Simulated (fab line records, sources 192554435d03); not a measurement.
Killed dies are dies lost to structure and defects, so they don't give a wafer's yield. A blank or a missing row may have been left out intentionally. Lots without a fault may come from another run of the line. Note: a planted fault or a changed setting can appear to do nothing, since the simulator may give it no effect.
Split-lot trial :: flow n5_finfet :: on a route of 1938 steps: 7 lots, 21 wafers read

## THE SPLIT
At N5_BEOL_M15_COAT_04 (resist thk 800 nm), the setting spin_rpm was moved away from the recipe's 1704 rpm on 8 of the 21 wafers read, by -10.9% to +4.5%. The other wafers ran this setting at the recipe's value.

## FROM THE SPLIT TO THE READING: what the file shows between them, 4 steps
- N5_BEOL_M15_EBR_06
- N5_BEOL_M15_SOFTBAKE_05: time 60 s
- N5_BEOL_M15_DESCUM_15: chemistry O2, time 7.9 s
- N5_BEOL_M15_ETCH_59: etches BARC in N2/H2, target depth 89 nm, overetch 26.7 nm, time 67.9 s

## THE READING
coat_of_BEOL_M15_COAT_04.thk_nm (the simulator's own value, which no gauge read), in nm, at N5_BEOL_M15_VIA_ETCH_16 (etches SiO2 in C4F8/O2/Ar, target depth 1792.2 nm). The file gives no usual value for it. The 13 wafers here that ran the recipe average 331.5 nm, standard deviation 5.6 nm.

wafer: L075.2
tool, chamber at the split: litho_track-03, 0
spin_rpm as run, rpm: 1518
against the recipe: -10.9%
coat_of_BEOL_M15_COAT_04.thk_nm, nm: 391.4
against lot-mates on the recipe: +63.8

wafer: L075.4
tool, chamber at the split: litho_track-03, 0
spin_rpm as run, rpm: 1518
against the recipe: -10.9%
coat_of_BEOL_M15_COAT_04.thk_nm, nm: 375
against lot-mates on the recipe: +47.4

wafer: L075.5
tool, chamber at the split: litho_track-03, 0
spin_rpm as run, rpm: 1704
against the recipe: recipe
coat_of_BEOL_M15_COAT_04.thk_nm, nm: 327.6
against lot-mates on the recipe: -

wafer: L081.4
tool, chamber at the split: litho_track-05, 0
spin_rpm as run, rpm: 1532
against the recipe: -10.1%
coat_of_BEOL_M15_COAT_04.thk_nm, nm: 368.4
against lot-mates on the recipe: +30.6

wafer: L081.5
tool, chamber at the split: litho_track-05, 0
spin_rpm as run, rpm: 1532
against the recipe: -10.1%
coat_of_BEOL_M15_COAT_04.thk_nm, nm: 365.4
against lot-mates on the recipe: +27.6

wafer: L081.6
tool, chamber at the split: litho_track-05, 0
spin_rpm as run, rpm: 1704
against the recipe: recipe
coat_of_BEOL_M15_COAT_04.thk_nm, nm: 337.8
against lot-mates on the recipe: -

wafer: L082.2
tool, chamber at the split: litho_track-03, 0
spin_rpm as run, rpm: 1704
against the recipe: recipe
coat_of_BEOL_M15_COAT_04.thk_nm, nm: 326.2
against lot-mates on the recipe: -

wafer: L082.3
tool, chamber at the split: litho_track-03, 0
spin_rpm as run, rpm: 1609
against the recipe: -5.6%
coat_of_BEOL_M15_COAT_04.thk_nm, nm: 357
against lot-mates on the recipe: +30.8

wafer: L082.6
tool, chamber at the split: litho_track-03, 0
spin_rpm as run, rpm: 1609
against the recipe: -5.6%
coat_of_BEOL_M15_COAT_04.thk_nm, nm: 345.8
against lot-mates on the recipe: +19.6

wafer: L085.1
tool, chamber at the split: litho_track-05, 0
spin_rpm as run, rpm: 1704
against the recipe: recipe
coat_of_BEOL_M15_COAT_04.thk_nm, nm: 342.4
against lot-mates on the recipe: -

wafer: L085.2
tool, chamber at the split: litho_track-05, 0
spin_rpm as run, rpm: 1535
against the recipe: -9.9%
coat_of_BEOL_M15_COAT_04.thk_nm, nm: 380.6
against lot-mates on the recipe: +42.9

wafer: L085.5
tool, chamber at the split: litho_track-05, 0
spin_rpm as run, rpm: 1704
against the recipe: recipe
coat_of_BEOL_M15_COAT_04.thk_nm, nm: 333
against lot-mates on the recipe: -

wafer: L088.2
tool, chamber at the split: litho_track-03, 0
spin_rpm as run, rpm: 1704
against the recipe: recipe
coat_of_BEOL_M15_COAT_04.thk_nm, nm: 330
against lot-mates on the recipe: -

wafer: L088.5
tool, chamber at the split: litho_track-03, 0
spin_rpm as run, rpm: 1704
against the recipe: recipe
coat_of_BEOL_M15_COAT_04.thk_nm, nm: 326.4
against lot-mates on the recipe: -

wafer: L088.6
tool, chamber at the split: litho_track-03, 0
spin_rpm as run, rpm: 1704
against the recipe: recipe
coat_of_BEOL_M15_COAT_04.thk_nm, nm: 323.6
against lot-mates on the recipe: -

wafer: L093.2
tool, chamber at the split: litho_track-02, 0
spin_rpm as run, rpm: 1704
against the recipe: recipe
coat_of_BEOL_M15_COAT_04.thk_nm, nm: 340.4
against lot-mates on the recipe: -

wafer: L093.4
tool, chamber at the split: litho_track-02, 0
spin_rpm as run, rpm: 1704
against the recipe: recipe
coat_of_BEOL_M15_COAT_04.thk_nm, nm: 330.4
against lot-mates on the recipe: -

wafer: L093.6
tool, chamber at the split: litho_track-02, 0
spin_rpm as run, rpm: 1704
against the recipe: recipe
coat_of_BEOL_M15_COAT_04.thk_nm, nm: 330.6
against lot-mates on the recipe: -

wafer: L095.1
tool, chamber at the split: litho_track-05, 0
spin_rpm as run, rpm: 1704
against the recipe: recipe
coat_of_BEOL_M15_COAT_04.thk_nm, nm: 334.4
against lot-mates on the recipe: -

wafer: L095.3
tool, chamber at the split: litho_track-05, 0
spin_rpm as run, rpm: 1781
against the recipe: +4.5%
coat_of_BEOL_M15_COAT_04.thk_nm, nm: 325.8
against lot-mates on the recipe: -5.0

wafer: L095.4
tool, chamber at the split: litho_track-05, 0
spin_rpm as run, rpm: 1704
against the recipe: recipe
coat_of_BEOL_M15_COAT_04.thk_nm, nm: 327.2
against lot-mates on the recipe: -

THE FIT
A straight line over all 21 wafers: coat_of_BEOL_M15_COAT_04.thk_nm changes by -4.04 nm for each +1% of spin_rpm; r = -0.94; the points scatter about the line by 7.3 nm.
The same after taking each lot's own level away (the mean of its wafers on the recipe; 21 wafers): -3.94 nm for each +1%; r = -0.93; scatter 7.5 nm.
The reading moves by 43 nm for the largest change in spin_rpm, on that fit.
Across the lots, their own levels run from 326.20 to 337.80 nm, a range of 2.1 times the standard deviation given above.
So the lot-to-lot level changes the slope little: the two slopes agree.
Check: +39.7 nm against its lot-mates is what the line predicts for one of the wafers moved furthest among these (-10.9%) when that wafer is left out of the fit. Against them it came out at +63.8 nm.

## THESE WAFERS: OTHER SPLITS
Note: prior to the reading, these wafers also went through further splits. Each is held against what the fit with the lots' levels taken away leaves over:
other split on the same wafers: N5_BEOL_M12_SPUTTER_44 time_s
wafers away from the commonest value: 6
r with coat_of_BEOL_M15_COAT_04.thk_nm (lot level and that fit taken away): -0.11

other split on the same wafers: N5_BEOL_M13_CMP_49 down_force_psi
wafers away from the commonest value: 6
r with coat_of_BEOL_M15_COAT_04.thk_nm (lot level and that fit taken away): -0.12

other split on the same wafers: N5_BEOL_M14_DEP_53 time_s
wafers away from the commonest value: 5
r with coat_of_BEOL_M15_COAT_04.thk_nm (lot level and that fit taken away): +0.25

## THE WHOLE CHAIN: every reading that the file lists as answering this split, in the file's order
step: N5_BEOL_M15_COAT_04
what it does: resist thk 800 nm
reading: coat_of_BEOL_M15_COAT_04.thk_nm (the simulator's own value, which no gauge read)
change (the file's fit): -4.23 nm for each +1% of the setting
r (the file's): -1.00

step: N5_BEOL_M15_VIA_ETCH_16
what it does: etches SiO2 in C4F8/O2/Ar, target depth 1792.2 nm
reading: coat_of_BEOL_M15_COAT_04.thk_nm (the simulator's own value, which no gauge read)
change (the file's fit): -4.02 nm for each +1% of the setting
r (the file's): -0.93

## FILE'S OWN FIT
coat_of_BEOL_M15_COAT_04.thk_nm changes by -4.02 nm for each +1% of spin_rpm, r = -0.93.
